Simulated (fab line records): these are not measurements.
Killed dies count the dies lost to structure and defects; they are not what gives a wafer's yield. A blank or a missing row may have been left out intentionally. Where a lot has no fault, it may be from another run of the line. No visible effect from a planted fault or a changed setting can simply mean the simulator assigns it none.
Problem report, 8D (eight disciplines) form, completed by code | flow nandHarc | the parts of the form that need people (team, actions taken, sign-off) are left out

== 1. PROBLEM STATEMENT ==
At NHARC_A_WL_FILL_ETCHBACK_04, oesProductAu averages 0.702 a.u. over 6 wafers from 2 lots, while fault-free wafers read 1.005 a.u., standard deviation 0.012. Relative to the usual mean, that is a shift of -25 standard deviations.
The step: etches the open film in NF3, target depth 60 nm, time 120 s.
First seen on wafer L652.1, day 25 08:43, on rieMetal-03. The record has a number at this step for 36 wafers belonging to 12 lots. By rule, "out" or "out of limits" means more than 4 standard deviations away from the usual mean. Any other wafer with a number is counted as sound.

== 2. WHAT IT IS AND WHAT IT IS NOT ==
question                    | is                     | is not
which readings at this step | oesProductAu           | chamberPressureMTorr, drypumpMotorCurrentA
which lots                  | L652, L655             | L639, L642, L647, L648, L650, L651, L653, L658, L660, L661
which wafers of those lots  | all that have a number | -
read on which tools         | rieMetal-03            | rieMetal-01, rieMetal-02
when                        | from day 25 08:43      | up to then (15 sound wafers); but 15 sound wafers of L651, L653, L658, L660, L661 came after

== 3. THE SUSPECTS, EACH WITH WHAT RULES IT OUT ==
Counting: a tool stays on the suspect list if, at a process step up to the reading, it processed all lots that are out and no sound lot following the first of them.
- harEtch-01 at NHARC_A_SLIT_ETCH_17 (etches the open film in C4F8/O2/Ar, time 4254.5 s, target depth 20300 nm): ruled out as a lasting fault. Following L652 (day 24 20:22), the first lot on it that is out, the sound lots L660, L661 were run on it.
- harEtch-01 at NHARC_A_SLIT_ETCH_26 (etches the open film in C4F8/O2/Ar, time 90 s, target depth 400 nm): ruled out as a lasting fault. Following L652 (day 24 23:58), the first lot on it that is out, the sound lots L660, L661 were run on it.
- rieMetal-03 at NHARC_A_WL_FILL_ETCHBACK_04 (etches the open film in NF3, target depth 60 nm, time 120 s): kept. All lots that are out passed through it, beginning with L652 at day 25 08:43, and no sound lot followed; its final sound lot before that point was L650 at day 25 00:10. Its own oesProductAu readings are out on those wafers.
Remaining after the count: rieMetal-03 at NHARC_A_WL_FILL_ETCHBACK_04.

== 4. THE CAUSE (what the simulator had put in) ==
Process parameters drifting: rieMetal-03 at NHARC_A_WL_FILL_ETCHBACK_04, beginning at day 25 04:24. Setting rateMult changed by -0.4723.
After counting, this tool was the only one left.

== 5. THE CHAIN OF EFFECTS, in route order ==
Rows list readings where the struck wafers' mean (over those with a number) sits beyond 3 standard deviations from the usual. Scope: only readings with a usual standard deviation given in the record; hours: median across lots of the time from each lot's start at the first step in this table that gives one to its start at this step; sigmas: change in usual standard deviations.
hours | step                        | reading      | usual      | on struck wafers | change | sigmas
0     | NHARC_A_WL_FILL_ETCHBACK_04 | oesProductAu | 1.005 a.u. | 0.702            | -0.303 | -25
It contains these process steps:
- NHARC_A_WL_FILL_ETCHBACK_04: etches the open film in NF3, target depth 60 nm, time 120 s.

== 6. HOW IT WOULD HAVE BEEN CAUGHT EARLIER ==
4 hours passed between the start of the fault at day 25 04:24 and the first reading out of limits in this record, taken at day 25 08:43.
